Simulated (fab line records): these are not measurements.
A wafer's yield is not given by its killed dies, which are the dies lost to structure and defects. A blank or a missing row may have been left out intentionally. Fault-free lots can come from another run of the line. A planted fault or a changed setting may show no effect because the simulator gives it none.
Which tool is to blame? :: flow nandHarc :: 24 lots, 72 wafers sampled, at 2 steps of a route of 1302

## WHAT THE GAUGES READ, wafer by wafer
NHARC_A_M0_INSPECT_11.
lot: L074
measured: day 22 09:33
on: defectInspect-01
rawDefectCount: 152 152 146

lot: L075
measured: day 23 02:55
on: defectInspect-01
rawDefectCount: 119 115 110

lot: L076
measured: day 23 05:43
on: defectInspect-01
rawDefectCount: 74 76 69

lot: L077
measured: day 23 10:29
on: defectInspect-02
rawDefectCount: 150 156 179

lot: L078
measured: day 24 02:02
on: defectInspect-02
rawDefectCount: 104 108 112

lot: L080
measured: day 24 15:25
on: defectInspect-02
rawDefectCount: 70 70 65

lot: L079
measured: day 24 19:47
on: defectInspect-01
rawDefectCount: 96 76 73

lot: L081
measured: day 25 06:34
on: defectInspect-01
rawDefectCount: 142 147 155

lot: L082
measured: day 26 09:45
on: defectInspect-02
rawDefectCount: 131 125 147

lot: L083
measured: day 26 11:10
on: defectInspect-01
rawDefectCount: 70 70 59

lot: L084
measured: day 26 12:34
on: defectInspect-02
rawDefectCount: 63 109 91

lot: L086
measured: day 27 00:05
on: defectInspect-01
rawDefectCount: 100 97 72

lot: L085
measured: day 27 01:53
on: defectInspect-02
rawDefectCount: 74 76 85

lot: L089
measured: day 27 22:32
on: defectInspect-01
rawDefectCount: 42 45 43

lot: L087
measured: day 28 06:42
on: defectInspect-01
rawDefectCount: 66 84 75

lot: L088
measured: day 28 06:51
on: defectInspect-02
rawDefectCount: 71 55 69

lot: L091
measured: day 29 06:07
on: defectInspect-01
rawDefectCount: 117 131 114

lot: L090
measured: day 29 22:55
on: defectInspect-01
rawDefectCount: 153 139 149

lot: L094
measured: day 30 17:46
on: defectInspect-01
rawDefectCount: 118 142 139

lot: L092
measured: day 30 19:44
on: defectInspect-01
rawDefectCount: 72 66 39

lot: L093
measured: day 30 20:48
on: defectInspect-01
rawDefectCount: 73 67 72

lot: L096
measured: day 31 04:19
on: defectInspect-02
rawDefectCount: 134 111 125

lot: L095
measured: day 31 10:07
on: defectInspect-01
rawDefectCount: 13 16 21

lot: L097
measured: day 31 23:58
on: defectInspect-01
rawDefectCount: 79 73 76

## WHAT TOOL EACH LOT RAN ON (gives the tool, then ch and the chambers of the sampled wafers, and finally the start)
lot: L074
NHARC_A_BLC_PVD_32: pvdSputter-01, day 22 09:33 or earlier

lot: L075
NHARC_A_BLC_PVD_32: pvdSputter-02, day 23 02:55 or earlier

lot: L076
NHARC_A_BLC_PVD_32: pvdSputter-02, day 23 05:43 or earlier

lot: L077
NHARC_A_BLC_PVD_32: pvdSputter-02, day 23 10:29 or earlier

lot: L078
NHARC_A_BLC_PVD_32: pvdSputter-01, day 24 02:02 or earlier

lot: L080
NHARC_A_BLC_PVD_32: pvdSputter-03, day 24 15:25 or earlier

lot: L079
NHARC_A_BLC_PVD_32: pvdSputter-03, day 24 19:47 or earlier

lot: L081
NHARC_A_BLC_PVD_32: pvdSputter-01, day 25 06:34 or earlier

lot: L082
NHARC_A_BLC_PVD_32: pvdSputter-02, day 26 09:45 or earlier

lot: L083
NHARC_A_BLC_PVD_32: pvdSputter-03, day 26 11:10 or earlier

lot: L084
NHARC_A_BLC_PVD_32: pvdSputter-01, day 26 12:34 or earlier

lot: L086
NHARC_A_BLC_PVD_32: pvdSputter-03, day 27 00:05 or earlier

lot: L085
NHARC_A_BLC_PVD_32: pvdSputter-03, day 27 01:53 or earlier

lot: L089
NHARC_A_BLC_PVD_32: pvdSputter-01, day 27 22:32 or earlier

lot: L087
NHARC_A_BLC_PVD_32: pvdSputter-03, day 28 06:42 or earlier

lot: L088
NHARC_A_BLC_PVD_32: pvdSputter-01, day 28 06:51 or earlier

lot: L091
NHARC_A_BLC_PVD_32: pvdSputter-02, day 29 06:07 or earlier

lot: L090
NHARC_A_BLC_PVD_32: pvdSputter-02, day 29 22:55 or earlier

lot: L094
NHARC_A_BLC_PVD_32: pvdSputter-02, day 30 17:46 or earlier

lot: L092
NHARC_A_BLC_PVD_32: pvdSputter-02, day 30 19:44 or earlier

lot: L093
NHARC_A_BLC_PVD_32: pvdSputter-03, day 30 20:48 or earlier

lot: L096
NHARC_A_BLC_PVD_32: pvdSputter-01, day 31 04:19 or earlier

lot: L095
NHARC_A_BLC_PVD_32: pvdSputter-02, day 31 10:07 or earlier

lot: L097
NHARC_A_BLC_PVD_32: pvdSputter-01, day 31 23:58 or earlier
- NHARC_A_BLC_PVD_32: deposits Ti, target thk 5 nm, time 17.7 s.

## WHAT THE TOOLS THEMSELVES READ (means of the sampled wafers that have a number; where no wafer has one, the mark that the record gives instead)
NHARC_A_BLC_PVD_32.
lot: L074
tool: pvdSputter-01
cathodeDcPowerW (W): 4999.8
throttleValvePct (%): 28.2

lot: L075
tool: pvdSputter-02
cathodeDcPowerW (W): 5000.1
throttleValvePct (%): 29.9

lot: L076
tool: pvdSputter-02
cathodeDcPowerW (W): 4999.8
throttleValvePct (%): 30.5

lot: L077
tool: pvdSputter-02
cathodeDcPowerW (W): 5000.5
throttleValvePct (%): 29.9

lot: L078
tool: pvdSputter-01
cathodeDcPowerW (W): 4999.2
throttleValvePct (%): 29.9

lot: L080
tool: pvdSputter-03
cathodeDcPowerW (W): 5000.2
throttleValvePct (%): 30.3

lot: L079
tool: pvdSputter-03
cathodeDcPowerW (W): 4999.8
throttleValvePct (%): 30.5

lot: L081
tool: pvdSputter-01
cathodeDcPowerW (W): 5000.0
throttleValvePct (%): 28.6

lot: L082
tool: pvdSputter-02
cathodeDcPowerW (W): 5000.7
throttleValvePct (%): 30.7

lot: L083
tool: pvdSputter-03
cathodeDcPowerW (W): 4999.5
throttleValvePct (%): 28.6

lot: L084
tool: pvdSputter-01
cathodeDcPowerW (W): 5000.1
throttleValvePct (%): 29.8

lot: L086
tool: pvdSputter-03
cathodeDcPowerW (W): 4999.9
throttleValvePct (%): 29.1

lot: L085
tool: pvdSputter-03
cathodeDcPowerW (W): 4999.4
throttleValvePct (%): 29.4

lot: L089
tool: pvdSputter-01
cathodeDcPowerW (W): 5000.4
throttleValvePct (%): 29.8

lot: L087
tool: pvdSputter-03
cathodeDcPowerW (W): 4999.3
throttleValvePct (%): 30.5

lot: L088
tool: pvdSputter-01
cathodeDcPowerW (W): 5000.3
throttleValvePct (%): 28.9

lot: L091
tool: pvdSputter-02
cathodeDcPowerW (W): 4999.8
throttleValvePct (%): 29.9

lot: L090
tool: pvdSputter-02
cathodeDcPowerW (W): 5000.1
throttleValvePct (%): 29.7

lot: L094
tool: pvdSputter-02
cathodeDcPowerW (W): 4999.8
throttleValvePct (%): 30.2

lot: L092
tool: pvdSputter-02
cathodeDcPowerW (W): 5000.4
throttleValvePct (%): 30.3

lot: L093
tool: pvdSputter-03
cathodeDcPowerW (W): 5000.0
throttleValvePct (%): 30.2

lot: L096
tool: pvdSputter-01
cathodeDcPowerW (W): 5000.1
throttleValvePct (%): 29.3

lot: L095
tool: pvdSputter-02
cathodeDcPowerW (W): 5000.4
throttleValvePct (%): 29.7

lot: L097
tool: pvdSputter-01
cathodeDcPowerW (W): 5000.4
throttleValvePct (%): 29.0

## THE ANSWER, worked out from the rows above alone
Rule: usual is defined by the lots themselves. Put in order of their means at a reading, lots are off if they are a third of the lots or fewer, leave a main group of 4 or more, and stand apart from it by a gap of 3 or more times the standard deviation of the main group's means; of several such gaps the widest counts. A main group whose means are all the same, to the digits that the tables above print for the reading, isn't used. Also off: a lot with no number at a reading for which 4 or more lots have one. Any other lot the step has rows for is counted as sound. After the gauges, taken in route order, come the tools' own readings; for these a lot's mean is taken, as printed above. The first step at which some lot is off is used, and at that step the reading that is off furthest; a lot without a number counts as furthest.
No lot is off on any of the readings shown, so nothing can be concluded from this.

## WHAT THE SIMULATOR PUT IN
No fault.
